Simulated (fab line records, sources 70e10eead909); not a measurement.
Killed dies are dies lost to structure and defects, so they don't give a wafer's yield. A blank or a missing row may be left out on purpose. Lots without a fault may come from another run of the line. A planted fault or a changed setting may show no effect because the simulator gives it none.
Which tool did it? | flow nand_harc | 12 lots, 36 wafers sampled, at 3 steps of a route of 1302

WHAT THE GAUGES READ, wafer by wafer
NHARC_A_CONTACT_INSPECT_23. Usual: raw_defect_count 509, standard deviation 120.
lot  | measured     | on                | raw_defect_count | flag
L906 | day 24 21:59 | defect_inspect-01 | 552 582 763      |
L909 | day 25 07:46 | defect_inspect-02 | 545 766 507      |
L912 | day 26 05:25 | defect_inspect-02 | 397 399 472      |
L914 | day 27 11:56 | defect_inspect-02 | 485 1151 541     |
L915 | day 27 13:40 | defect_inspect-01 | 617 460 578      |
L916 | day 28 09:55 | defect_inspect-01 | 482 457 516      |
L920 | day 28 20:54 | defect_inspect-02 | 421 488 413      |
L919 | day 28 22:41 | defect_inspect-02 | 315 503 461      |
L922 | day 30 08:22 | defect_inspect-02 | 415 598 488      |
L923 | day 31 00:58 | defect_inspect-01 | 456 586 655      |
L925 | day 31 10:48 | defect_inspect-02 | 371 398 351      |
L926 | day 31 13:26 | defect_inspect-01 | 579 678 671      |

WHICH TOOL RAN EACH LOT (tool, then ch and the chambers of the sampled wafers, then the start)
lot  | NHARC_A_CONTACT_ETCH_88            | NHARC_A_CONTACT_ETCH_110
L906 | rie_diel-02 ch 0,3, day 24 12:22   | rie_diel-01 ch 0,1,3, day 24 18:59
L909 | rie_diel-06 ch 0,1,3, day 25 00:07 | rie_diel-02 ch 1,3, day 25 04:50
L912 | rie_diel-01 ch 0,2, day 25 23:48   | rie_diel-01 ch 0,2, day 26 03:13
L914 | rie_diel-02 ch 0,3, day 27 06:23   | rie_diel-06 ch 0,2, day 27 09:46
L915 | rie_diel-02 ch 0,2, day 27 08:00   | rie_diel-02 ch 0,2, day 27 11:30
L916 | rie_diel-02 ch 0,1,3, day 28 04:08 | rie_diel-02 ch 0,2,3, day 28 07:35
L920 | rie_diel-02 ch 0,1,3, day 28 15:20 | rie_diel-02 ch 0,1, day 28 18:43
L919 | rie_diel-02 ch 0,1,3, day 28 16:58 | rie_diel-02 ch 1,2,3, day 28 20:26
L922 | rie_diel-02 ch 0,2, day 30 02:35   | rie_diel-02 ch 0,3, day 30 06:13
L923 | rie_diel-01 ch 0,1,3, day 30 16:07 | rie_diel-02 ch 1,2,3, day 30 22:49
L925 | rie_diel-02 ch 1,2,3, day 31 05:15 | rie_diel-06 ch 0,1,2, day 31 08:40
L926 | rie_diel-02 ch 2,3, day 31 07:53   | rie_diel-02 ch 0,2, day 31 11:17
- NHARC_A_CONTACT_ETCH_88: etches the open film in CF4, target depth 39 nm, time 65 s.
- NHARC_A_CONTACT_ETCH_110: etches the open film in CF4/O2, target depth 60 nm, overetch 6 nm, time 33 s.

WHAT THE TOOLS THEMSELVES READ (means of the sampled wafers that have a number; where no wafer has one, the mark that the record gives instead)
NHARC_A_CONTACT_ETCH_88. Usual: bias_w 100.00 W, standard deviation 0.29; drypump_motor_current_A 5.8 A, standard deviation 0.37; oes_product_au 0.996 a.u., standard deviation 0.012; rf_vpp_V 150.7 V, standard deviation 1.3; showerhead_plenum_p_Torr 1.72 Torr, standard deviation 0.088; throttle_valve_pct 13.284 %, standard deviation 0.0091.
lot  | tool        | bias_w (W) | drypump_motor_current_A (A) | oes_product_au (a.u.) | rf_vpp_V (V) | showerhead_plenum_p_Torr (Torr) | throttle_valve_pct (%) | flag
L906 | rie_diel-02 | 99.61      | 6.0                         | 0.999                 | 152.2        | 1.79                            | 13.288                 |
L909 | rie_diel-06 | 100.02     | 6.2                         | 1.002                 | 152.2        | 1.83                            | 13.279                 |
L912 | rie_diel-01 | 99.81      | 5.2                         | 1.002                 | 149.9        | 1.72                            | 13.280                 |
L914 | rie_diel-02 | 100.04     | 6.0                         | 0.991                 | 151.3        | 1.79                            | 13.285                 |
L915 | rie_diel-02 | 100.20     | 5.9                         | 1.007                 | 150.7        | 1.79                            | 13.279                 |
L916 | rie_diel-02 | 99.88      | 5.9                         | 1.000                 | 150.7        | 1.73                            | 13.276                 |
L920 | rie_diel-02 | 99.66      | 5.9                         | 0.995                 | 151.1        | 1.73                            | 13.287                 |
L919 | rie_diel-02 | 100.06     | 5.8                         | 0.993                 | 150.5        | 1.73                            | 13.273                 |
L922 | rie_diel-02 | 99.83      | 5.9                         | 1.010                 | 151.1        | 1.71                            | 13.284                 |
L923 | rie_diel-01 | 100.01     | 5.5                         | 0.988                 | 150.8        | 1.72                            | 13.283                 |
L925 | rie_diel-02 | 99.94      | 5.8                         | 0.995                 | 149.2        | 1.65                            | 13.281                 |
L926 | rie_diel-02 | 99.99      | 5.8                         | 1.003                 | 150.0        | 1.65                            | 13.281                 |

NHARC_A_CONTACT_ETCH_110. Usual: bias_w 99.98 W, standard deviation 0.29; drypump_motor_current_A 5.8 A, standard deviation 0.38; oes_product_au 0.996 a.u., standard deviation 0.011; rf_vpp_V 197.6 V, standard deviation 1.7; showerhead_plenum_p_Torr 1.32 Torr, standard deviation 0.075; throttle_valve_pct 13.397 %, standard deviation 0.0085.
lot  | tool        | bias_w (W) | drypump_motor_current_A (A) | oes_product_au (a.u.) | rf_vpp_V (V) | showerhead_plenum_p_Torr (Torr) | throttle_valve_pct (%) | flag
L906 | rie_diel-01 | 99.93      | 5.5                         | 0.993                 | 196.7        | 1.31                            | 13.396                 |
L909 | rie_diel-02 | 100.15     | 5.7                         | 0.990                 | 196.4        | 1.25                            | 13.391                 |
L912 | rie_diel-01 | 99.86      | 5.5                         | 1.002                 | 196.8        | 1.28                            | 13.402                 |
L914 | rie_diel-06 | 100.01     | 5.5                         | 0.978                 | 199.0        | 1.38                            | 13.396                 |
L915 | rie_diel-02 | 100.43     | 5.9                         | 1.004                 | 198.2        | 1.35                            | 13.396                 |
L916 | rie_diel-02 | 100.13     | 5.9                         | 0.993                 | 198.2        | 1.30                            | 13.396                 |
L920 | rie_diel-02 | 100.07     | 5.8                         | 0.999                 | 196.9        | 1.30                            | 13.385                 |
L919 | rie_diel-02 | 100.11     | 5.8                         | 1.002                 | 196.1        | 1.25                            | 13.402                 |
L922 | rie_diel-02 | 99.85      | 6.0                         | 0.991                 | 198.8        | 1.36                            | 13.394                 |
L923 | rie_diel-02 | 99.96      | 5.8                         | 0.995                 | 195.7        | 1.24                            | 13.402                 |
L925 | rie_diel-06 | 99.94      | 6.0                         | 0.994                 | 198.6        | 1.39                            | 13.405                 |
L926 | rie_diel-02 | 100.08     | 5.9                         | 0.999                 | 198.7        | 1.34                            | 13.399                 |

THE ANSWER, worked out from the rows above alone
Rule: a lot is off if the mean of its wafers that have a number lies more than 3 standard deviations from the usual mean. A lot without any number at a reading at which 4 lots or more have one is off too. The other lots that the step has rows for count as sound. The gauges are gone through in route order, then the tools' own readings, and for those a lot's mean is taken as printed above. The first step at which some lot is off is used, and at that step the reading that is off furthest; a lot without a number counts as furthest.
No lot is off at any reading shown: from this, nothing can be told.

WHAT THE SIMULATOR HAD PUT IN
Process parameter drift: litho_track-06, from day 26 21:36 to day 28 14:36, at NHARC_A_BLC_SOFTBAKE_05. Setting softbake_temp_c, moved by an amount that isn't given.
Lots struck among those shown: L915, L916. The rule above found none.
